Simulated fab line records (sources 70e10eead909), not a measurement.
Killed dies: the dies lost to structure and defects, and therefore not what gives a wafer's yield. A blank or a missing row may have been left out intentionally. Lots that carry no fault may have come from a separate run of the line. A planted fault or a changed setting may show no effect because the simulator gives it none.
fab line records | flow nandHarc | part 2 of 2: steps 22 to 33 of 33
record lots=5 wafers=15 lastDay=25
route steps=1159 shown P_BONDPAD@362 A_START@389 A_ZERO_WELL@390
lots untouched by any fault: they come from a run of this same line in which no faults occurred
startH: the number of hours between the record's first day and the start of the first shown wafer of the lot | waitH: time in hours since the lot's previous step | " as in the row above | L1.1+2: a single row standing in for several wafers | - either no value or no given start | * or withheld: withheld | < > ~ a bound
route shown NAME@n: names a module that has steps shown in the file, with the first one's number in the route | usual: mean and standard deviation over wafers with no fault | same: alike in all rows | chamber/n: place in a boat | sites: the reading at each site | _std_site: standard deviation of those values | _edge_site: inner sites' mean taken away from outer sites' mean | radiusMm: how far each site lies from the wafer's centre | mask NAME#n: copy n | behind: the last tool/chamber to shape the wafer | hold: the reason the lot was held/the length of the hold in hours/how it ended | device: names the non-switching transistor (n, p or np) | end of line: tests of these same wafers at the route's end | a step without rows: its recipe alone | killed: dies that structure and defects cost at the first sort, which is not the same as the wafer's yield | map: a wafer's dies, x killed, . not, _ none there
set.NAME: the setting that was run; set.NAME@STEP: the one run at that earlier step | model.NAME: the simulator's own value behind a step, which no gauge read
lots at some steps of the route; a table a step, a row a wafer
services: from which hour (startH, from the record's first day; less than 0 if before it) a tool's chamber was out of use, for how many hours, and why
## steps
# step NHARC_P_BONDPAD_INSPECT_23
# usual rawDefectCount=309/110
# columns lot.wafer tool chamber startH waitH rawDefectCount
L077.3 defectInspect-02 - 153.42 0.0 186
L077.4 " - " " 312
L077.5 " - " " 560
L082.3 defectInspect-01 - 185.66 0.0 222
L082.4 " - " " 166
L082.6 " - " " 289
L084.2 defectInspect-02 - 197.32 0.0 239
L084.3 " - " " 190
L084.4 " - " " 192
L090.2 defectInspect-01 - 235.14 0.0 294
L090.4 " - " " 340
L090.6 " - " " 354
L097.2 defectInspect-02 - 271.88 0.0 224
L097.5 " - " " 189
L097.6 " - " " 144
# step NHARC_P_BONDPAD_ACTIVATE_29
# recipe timeS=60 n2FlowSccm=200 arFlowSccm=0 biasPowerW=0 chemistry=N2
# usual drypumpMotorCurrentA=5.7/0.53 oesProductAu=1.000/0.011 rfVppV=64.1/0.92 showerheadPlenumPTorr=1.76/0.075
# columns lot.wafer tool chamber startH waitH drypumpMotorCurrentA oesProductAu rfHoursCounterH rfVppV showerheadPlenumPTorr
L077.3 rieDiel-11 2 153.48 0.1 5.3 0.983 12 64.3 1.73
L077.4 " 1 " " 6.4 1.010 12 65.1 1.82
L077.5 " 3 " " 5.0 0.997 - 63.6 1.64
L082.3 rieDiel-11 0 185.72 0.1 5.8 0.990 14 65.0 1.82
L082.4 " 3 " " 5.0 0.999 12 64.2 1.64
L082.6 " 0 " " 5.8 0.994 - 62.9 1.82
L084.3 rieDiel-01 0 197.40 0.1 5.9 0.988 22 64.3 1.84
L084.2 " 1 " " 5.0 1.023 20 63.9 1.74
L084.4 " 2 " " 5.1 1.008 21 63.6 1.83
L090.2 rieDiel-11 0 235.20 0.1 5.8 1.018 5 65.4 1.82
L090.4 " 3 " " 5.0 1.011 4 62.5 1.64
L090.6 " 0 " " 5.8 0.997 - 62.4 1.82
L097.2 rieDiel-02 1 271.94 0.1 6.1 0.976 40 65.4 1.86
L097.6 " 1 " " 6.1 0.971 - 66.0 1.86
L097.5 " 2 " " 5.7 0.981 - 63.9 1.73
# step NHARC_P_BONDPAD_PRECLEAN_30
# recipe timeS=300 tempC=23 chemistry=DIW
# usual bathHeatDutyPct=3.8/0.63
# columns lot.wafer tool chamber startH waitH bathHeatDutyPct
L077.4 wetBench-10 4 153.63 0.1 4.2
L077.5 " 6 " " 4.0
L077.3 " 1 " " 3.6
L082.3 wetBench-10 4 185.87 0.1 3.4
L082.4 " 7 " " 4.0
L082.6 " 0 " " 3.2
L084.3 wetBench-08 5 197.57 0.2 4.2
L084.2 " 7 " " 3.3
L084.4 " 0 " " 4.0
L090.6 wetBench-10 1 235.37 0.1 3.9
L090.2 " 2 " " 3.5
L090.4 " 5 " " 3.9
L097.2 wetBench-08 4 272.09 0.1 3.9
L097.5 " 0 " " 4.5
L097.6 " 1 " " 3.5
# step NHARC_P_BONDPAD_SRD_31
# recipe timeS=30 tempC=23 dryTimeS=20 spinRpm=1500
# usual bathHeatDutyPct=3.8/0.56
# columns lot.wafer tool chamber startH waitH bathHeatDutyPct
L077.4 wetBench-10 4 - - 4.4
L077.5 " 6 " " 3.8
L077.3 " 1 " " 3.7
L082.3 wetBench-10 4 - - 4.1
L082.4 " 7 " " 3.8
L082.6 " 0 " " 3.3
L084.3 wetBench-08 5 - - 3.7
L084.2 " 7 " " 3.8
L084.4 " 0 " " 4.0
L090.6 wetBench-10 1 - - 2.9
L090.2 " 2 " " 3.7
L090.4 " 5 " " 3.8
L097.2 wetBench-08 4 - - 3.8
L097.5 " 0 " " 3.8
L097.6 " 1 " " 2.7
# step NHARC_A_START_INSPECT_01
# usual rawDefectCount=3.7/1.8
# columns lot.wafer tool chamber startH waitH rawDefectCount
L077.3 defectInspect-01 - 153.89 - 0
L077.4 " - " " 3
L077.5 " - " " 3
L082.3 defectInspect-01 - 186.12 - 3
L082.4 " - " " 3
L082.6 " - " " 3
L084.2 defectInspect-02 - 197.79 - 6
L084.3 " - " " 6
L084.4 " - " " 3
L090.2 defectInspect-01 - 235.61 - 2
L090.4 " - " " 3
L090.6 " - " " 3
L097.2 defectInspect-02 - 272.36 - 4
L097.5 " - " " 1
L097.6 " - " " 2
# step NHARC_A_ZERO_WELL_PRECLEAN_00
# recipe timeS=600 tempC=120 chemistry=SPM
# usual bathHeatDutyPct=13.8/1.6
# columns lot.wafer tool chamber startH waitH bathHeatDutyPct
L077.4 wetBench-05 4 153.97 0.1 16.3
L077.3 " 6 " " 14.2
L077.5 " 0 " " 15.1
L082.3 wetBench-06 1 186.21 0.1 13.8
L082.4 " 2 " " 11.8
L082.6 " 3 " " 14.2
L084.2 wetBench-06 6 197.88 0.1 12.7
L084.4 " 7 " " 13.8
L084.3 " 1 " " 15.3
L090.6 wetBench-05 1 235.70 0.1 11.3
L090.4 " 2 " " 13.9
L090.2 " 4 " " 18.7
L097.2 wetBench-06 0 272.46 0.1 12.6
L097.6 " 1 " " 13.6
L097.5 " 3 " " 12.5
# step NHARC_A_ZERO_WELL_SRD_01
# columns lot.wafer tool chamber startH waitH
L077.4+3+5 wetBench-05 4,6,0 - -
L082.3+4+6 wetBench-06 1,2,3 - -
L084.2+4+3 wetBench-06 6,7,1 - -
L090.6+4+2 wetBench-05 1,2,4 - -
L097.2+6+5 wetBench-06 0,1,3 - -
# step NHARC_A_ZERO_WELL_DEHYDRATE_02
# recipe tempC=150 timeS=120
# usual exhaustPa=44.8/0.93
# columns lot.wafer tool chamber startH waitH exhaustPa
L077.3 lithoTrack-02 0 154.28 - 45.0
L077.4 " 0 " " 44.7
L077.5 " 0 " " 43.9
L082.3 lithoTrack-02 0 186.52 - 45.6
L082.4 " 0 " " 44.6
L082.6 " 0 " " 45.4
L084.2 lithoTrack-03 0 198.19 - 43.5
L084.3 " 0 " " 45.0
L084.4 " 0 " " 44.8
L090.2 lithoTrack-07 0 236.00 - 43.5
L090.4 " 0 " " 43.3
L090.6 " 0 " " 42.6
L097.2 lithoTrack-03 0 272.76 - 45.3
L097.5 " 0 " " 46.1
L097.6 " 0 " " 44.5
# step NHARC_A_ZERO_WELL_HMDS_03
# recipe timeS=30
# usual exhaustPa=44.9/0.98
# columns lot.wafer tool chamber startH waitH exhaustPa
L077.3 lithoTrack-02 0 - - 43.9
L077.4 " 0 " " 43.8
L077.5 " 0 " " 45.3
L082.3 lithoTrack-02 0 - - 44.2
L082.4 " 0 " " 45.0
L082.6 " 0 " " 44.3
L084.2 lithoTrack-03 0 - - 46.0
L084.3 " 0 " " 44.6
L084.4 " 0 " " 44.9
L090.2 lithoTrack-07 0 - - 44.0
L090.4 " 0 " " 43.2
L090.6 " 0 " " 44.5
L097.2 lithoTrack-03 0 - - 43.8
L097.5 " 0 " " 44.3
L097.6 " 0 " " 43.0
# step NHARC_A_ZERO_WELL_COAT_18
# recipe tempC=200 timeS=65
# usual exhaustPa=44.9/1
# columns lot.wafer tool chamber startH waitH exhaustPa
L077.3 lithoTrack-02 0 - - 44.1
L077.4 " 0 " " 44.7
L077.5 " 0 " " 43.4
L082.3 lithoTrack-02 0 - - 44.7
L082.4 " 0 " " 44.7
L082.6 " 0 " " 44.6
L084.2 lithoTrack-03 0 - - 44.5
L084.3 " 0 " " 44.6
L084.4 " 0 " " 43.9
L090.2 lithoTrack-07 0 - - 44.3
L090.4 " 0 " " 43.8
L090.6 " 0 " " 45.0
L097.2 lithoTrack-03 0 - - 46.8
L097.5 " 0 " " 44.3
L097.6 " 0 " " 45.6
# step NHARC_A_ZERO_WELL_COAT_04
# recipe spinRpm=2000 resistThkNm=600
# usual exhaustPa=44.8/0.88
# columns lot.wafer tool chamber startH waitH exhaustPa
L077.3 lithoTrack-02 0 - - 44.7
L077.4 " 0 " " 43.5
L077.5 " 0 " " 44.6
L082.3 lithoTrack-02 0 - - 45.6
L082.4 " 0 " " 44.1
L082.6 " 0 " " 44.8
L084.2 lithoTrack-03 0 - - 44.6
L084.3 " 0 " " 44.6
L084.4 " 0 " " 44.1
L090.2 lithoTrack-07 0 - - 43.6
L090.4 " 0 " " 44.7
L090.6 " 0 " " 44.4
L097.2 lithoTrack-03 0 - - 44.5
L097.5 " 0 " " 45.1
L097.6 " 0 " " 45.0
# step NHARC_A_ZERO_WELL_SOFTBAKE_05
# recipe tempC=125 timeS=70
# usual exhaustPa=45.1/0.86
# columns lot.wafer tool chamber startH waitH exhaustPa
L077.3 lithoTrack-02 0 - - 44.9
L077.4 " 0 " " 47.2
L077.5 " 0 " " 45.7
L082.3 lithoTrack-02 0 - - 45.6
L082.4 " 0 " " 45.5
L082.6 " 0 " " 45.6
L084.2 lithoTrack-03 0 - - 44.5
L084.3 " 0 " " 44.7
L084.4 " 0 " " 44.7
L090.2 lithoTrack-07 0 - - 45.4
L090.4 " 0 " " 44.1
L090.6 " 0 " " 45.1
L097.2 lithoTrack-03 0 - - 44.6
L097.5 " 0 " " 43.5
L097.6 " 0 " " 45.8
## services
# columns tool chamber startH hours kind
wetBench-06 - 129.60 8.0 pm
rieDiel-01 1 132.81 3.8 repair
rieDiel-01 - 137.80 9.0 pm
wetBench-05 - 138.80 8.0 pm
rieDiel-02 - 150.70 9.0 pm
cmp-03 - 156.08 4.0 pm
pvdSputter-01 - 158.06 10.0 pm
lithoTrack-02 - 165.00 7.0 pm
pvdSputter-02 - 167.76 0.7 repair
wetBench-08 - 182.48 0.9 repair
lithoTrack-07 - 189.00 7.0 pm
rieDiel-11 - 189.53 9.0 pm
pvdSputter-01 - 210.20 3.8 repair
rieDiel-02 2 212.03 3.8 repair
lithoTrack-03 - 213.00 7.0 pm
pvdSputter-02 - 214.00 10.0 pm
pvdSputter-01 - 219.12 1.2 repair
rieDiel-02 - 222.35 0.2 repair
wetBench-08 - 230.40 8.0 pm
lithoTrack-05 - 237.00 7.0 pm
pvdSputter-01 - 237.14 38.6 repair
wetBench-10 - 247.20 8.0 pm
cmp-03 - 249.00 3.9 repair
cmp-03 - 254.08 4.0 pm
